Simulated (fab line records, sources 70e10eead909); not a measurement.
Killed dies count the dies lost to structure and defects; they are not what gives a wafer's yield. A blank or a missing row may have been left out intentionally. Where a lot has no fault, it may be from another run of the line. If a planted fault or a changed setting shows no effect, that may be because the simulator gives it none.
2 desks looking at one fault + flow nand harc + each desk has only its own numbers; what lay behind them comes last

AT THE METROLOGY DESK
Lot by lot, what the gauges showed, no matter which tool ran the lot: averages of those sampled wafers that carry a number. Any lot whose mean is over 4 standard deviations away from the usual mean is out of limits and marked OUT; that distance is given in the brackets.
Columns: A = overlay x nm at NHARC_P_CONTACT_OVL_MEAS_13, usual -0.1 nm; B = overlay y nm at NHARC_P_CONTACT_OVL_MEAS_13, usual 0.1 nm
| lot  | first seen here | A    | B    |
|------|-----------------|------|------|
| L964 | day 5 13:59     | -0.2 | -0.7 |
| L965 | day 5 21:43     | -0.9 | 0.0  |
| L966 | day 6 04:28     | -1.6 | -0.6 |
| L968 | day 6 09:48     | 0.4  | 0.7  |
| L967 | day 6 10:21     | -0.2 | -0.2 |
| L969 | day 7 02:18     | 0.4  | -0.3 |
| L970 | day 7 03:08     | -1.4 | 0.4  |
| L971 | day 7 10:40     | 0.9  | 1.5  |
| L973 | day 8 02:45     | 1.4  | -1.1 |
| L978 | day 9 03:10     | -0.1 | -0.5 |
| L982 | day 10 00:49    | 0.2  | 0.1  |
| L981 | day 10 02:44    | 0.4  | -0.7 |
| L985 | day 10 20:50    | -1.4 | 0.5  |
| L987 | day 11 02:31    | 0.5  | 1.0  |
This desk's finding: nothing out of limits on any of the 14 lots.

THE DEFECT DESK
For each lot, the counts of the inspections along the route, averaged over the sampled wafers that have a number. Any lot whose mean is over 4 standard deviations away from the usual mean is out of limits and marked OUT; that distance is given in the brackets.
Columns: A = raw defect count at NHARC_P_CONTACT_INSPECT_14, usual 3.8
| lot  | first seen here | A   |
|------|-----------------|-----|
| L964 | day 5 14:01     | 2.0 |
| L965 | day 5 21:45     | 4.3 |
| L966 | day 6 04:29     | 3.3 |
| L968 | day 6 09:50     | 7.7 |
| L967 | day 6 10:23     | 4.0 |
| L969 | day 7 02:20     | 4.3 |
| L970 | day 7 03:11     | 3.3 |
| L971 | day 7 10:43     | 2.3 |
| L973 | day 8 02:47     | 2.0 |
| L978 | day 9 03:14     | 2.0 |
| L982 | day 10 00:50    | 7.3 |
| L981 | day 10 02:47    | 3.0 |
| L985 | day 10 20:52    | 3.3 |
| L987 | day 11 02:32    | 2.7 |
This desk's finding: nothing out of limits on any of the 14 lots.

BROUGHT TOGETHER
The metrology desk saw nothing out of limits.
No out-of-limits result turned up at the defect desk.

WHAT THE SIMULATOR HAD INSERTED
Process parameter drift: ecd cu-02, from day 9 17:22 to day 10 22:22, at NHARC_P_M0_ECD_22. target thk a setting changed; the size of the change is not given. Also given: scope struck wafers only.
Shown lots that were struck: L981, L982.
